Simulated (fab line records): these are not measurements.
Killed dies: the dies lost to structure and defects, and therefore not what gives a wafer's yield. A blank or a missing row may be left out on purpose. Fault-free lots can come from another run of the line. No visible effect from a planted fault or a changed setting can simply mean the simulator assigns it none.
The tool behind it: which one? + flow nand-harc + 12 lots, 36 wafers sampled, at 3 steps of a route of 1302

== WHAT THE GAUGES SHOWED, per wafer ==
NHARC_P_ZERO_WELL_CD_MEAS_11: target cd 500 nm.
| lot  | measured     | on        | cd-nm (nm)                          |
|------|--------------|-----------|-------------------------------------|
| L861 | day 1 21:15  | cd-sem-02 | 501.8 499.8 499.2                   |
| L864 | day 3 03:15  | cd-sem-03 | 499.4 498.7 498.6                   |
| L866 | day 3 23:07  | cd-sem-02 | 499.9 499.4 497.5                   |
| L868 | day 4 19:18  | cd-sem-02 | 499.0 498.3 498.3                   |
| L871 | day 6 01:14  | cd-sem-02 | 499.2 500.9 501.3                   |
| L875 | day 7 17:15  | cd-sem-01 | 506.0 505.7 504.6 506.1 505.8 504.5 |
| L877 | day 8 13:14  | cd-sem-02 | 504.7 502.0 504.9 504.8 502.1 505.2 |
| L878 | day 8 23:15  | cd-sem-01 | 500.2 498.8 501.6                   |
| L879 | day 9 09:15  | cd-sem-02 | 499.7 500.0 501.2                   |
| L880 | day 9 19:15  | cd-sem-03 | 503.3 503.4 503.2                   |
| L882 | day 10 15:16 | cd-sem-03 | 496.4 499.0 496.2                   |
| L884 | day 11 11:14 | cd-sem-03 | 499.1 500.7 499.4                   |

NHARC_P_ZERO_WELL_CD_MEAS_37: target cd 720 nm.
| lot  | measured     | on        | cd-nm (nm)        |
|------|--------------|-----------|-------------------|
| L861 | day 2 00:17  | cd-sem-02 | 719.7 721.0 719.6 |
| L864 | day 3 06:07  | cd-sem-02 | 720.7 723.0 721.2 |
| L866 | day 4 02:08  | cd-sem-02 | 721.9 720.0 720.2 |
| L868 | day 4 22:23  | cd-sem-01 | 721.0 719.7 720.4 |
| L871 | day 6 03:58  | cd-sem-03 | 718.9 720.3 720.2 |
| L875 | day 8 07:22  | cd-sem-01 | 720.8 722.3 721.9 |
| L877 | day 8 19:50  | cd-sem-01 | 720.5 719.2 718.6 |
| L878 | day 9 02:06  | cd-sem-02 | 723.3 721.7 721.8 |
| L879 | day 9 12:09  | cd-sem-02 | 719.5 718.6 720.3 |
| L880 | day 9 22:16  | cd-sem-01 | 720.8 718.9 719.5 |
| L882 | day 10 18:15 | cd-sem-03 | 720.5 719.2 720.1 |
| L884 | day 11 14:05 | cd-sem-02 | 721.1 719.7 720.0 |

== WHICH TOOL RAN EACH LOT (tool, then ch and the chambers of the sampled wafers, then the start) ==
| lot  | NHARC_P_ZERO_WELL_EXPOSE_08       |
|------|-----------------------------------|
| L861 | krf-scanner-03 ch 0, day 1 21:06  |
| L864 | krf-scanner-01 ch 0, day 3 03:06  |
| L866 | krf-scanner-02 ch 0, day 3 22:58  |
| L868 | krf-scanner-01 ch 0, day 4 19:10  |
| L871 | krf-scanner-02 ch 0, day 6 01:05  |
| L875 | krf-scanner-02 ch 0, day 7 17:06  |
| L877 | krf-scanner-02 ch 0, day 8 13:05  |
| L878 | krf-scanner-01 ch 0, day 8 23:07  |
| L879 | krf-scanner-03 ch 0, day 9 09:06  |
| L880 | krf-scanner-02 ch 0, day 9 19:06  |
| L882 | krf-scanner-03 ch 0, day 10 15:07 |
| L884 | krf-scanner-03 ch 0, day 11 11:05 |
- NHARC_P_ZERO_WELL_EXPOSE_08: exposes mask P ZERO, target cd 500 nm.

== AS READ BY THE TOOLS THEMSELVES (means over the sampled wafers that have a number; for cases with no such wafer, the mark the record gives instead) ==
NHARC_P_ZERO_WELL_EXPOSE_08.
| lot  | tool           | exposure-dose-mJ-cm2 |
|------|----------------|----------------------|
| L861 | krf-scanner-03 | 33.78                |
| L864 | krf-scanner-01 | 33.77                |
| L866 | krf-scanner-02 | 33.76                |
| L868 | krf-scanner-01 | 33.75                |
| L871 | krf-scanner-02 | 33.80                |
| L875 | krf-scanner-02 | 35.19                |
| L877 | krf-scanner-02 | 35.01                |
| L878 | krf-scanner-01 | 33.80                |
| L879 | krf-scanner-03 | 33.74                |
| L880 | krf-scanner-02 | 34.71                |
| L882 | krf-scanner-03 | 33.76                |
| L884 | krf-scanner-03 | 33.70                |

== THE ANSWER, worked out from the rows above alone ==
Rule: the lots themselves supply what counts as usual. Put in order of their means at a reading, lots are off if they are a third of the lots or fewer, leave a main group of 4 or more, and stand apart from it by a gap of 3 or more times the standard deviation of the main group's means; of several such gaps the widest counts. A main group is skipped when, at the precision printed for the reading in the tables above, its means are all equal. A lot without any number at a reading at which 4 lots or more have one is off too. Where the step has rows for the other lots, those lots are counted as sound. After the gauges, taken in route order, come the tools' own readings; for these a lot's mean is taken, as printed above. The first step at which some lot is off is used, and at that step the reading that is off furthest; a lot without a number counts as furthest.
Off: L875, L877, L880 (NHARC_P_ZERO_WELL_EXPOSE_08, exposure-dose-mJ-cm2). Mean 33.76 and standard deviation 0.029 in the main group.
If a tool, at that step or one of the process steps before it, ran each lot that is off and ran no sound lot following the first of them, it fits. One fits: NHARC_P_ZERO_WELL_EXPOSE_08 on krf-scanner-02. Its last sound lot is L871 (day 6 01:05), its first lot that is off L875 (day 7 17:06): a fault that began between those two fits.
The tool's own readings at NHARC_P_ZERO_WELL_EXPOSE_08 bear it out: on the lots that are off they differ by more than 5 times the standard deviation of the sound lots' means. exposure-dose-mJ-cm2 reads 34.97 there against 33.76 on the sound lots.

== WHAT THE SIMULATOR HAD INSERTED ==
Process parameters drifting: krf-scanner-02 at NHARC_P_ZERO_WELL_EXPOSE_08, beginning at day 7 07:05. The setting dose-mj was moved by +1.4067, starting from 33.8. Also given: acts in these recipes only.
Lots struck among those shown: L875, L877, L880. Same finding as the rule above.
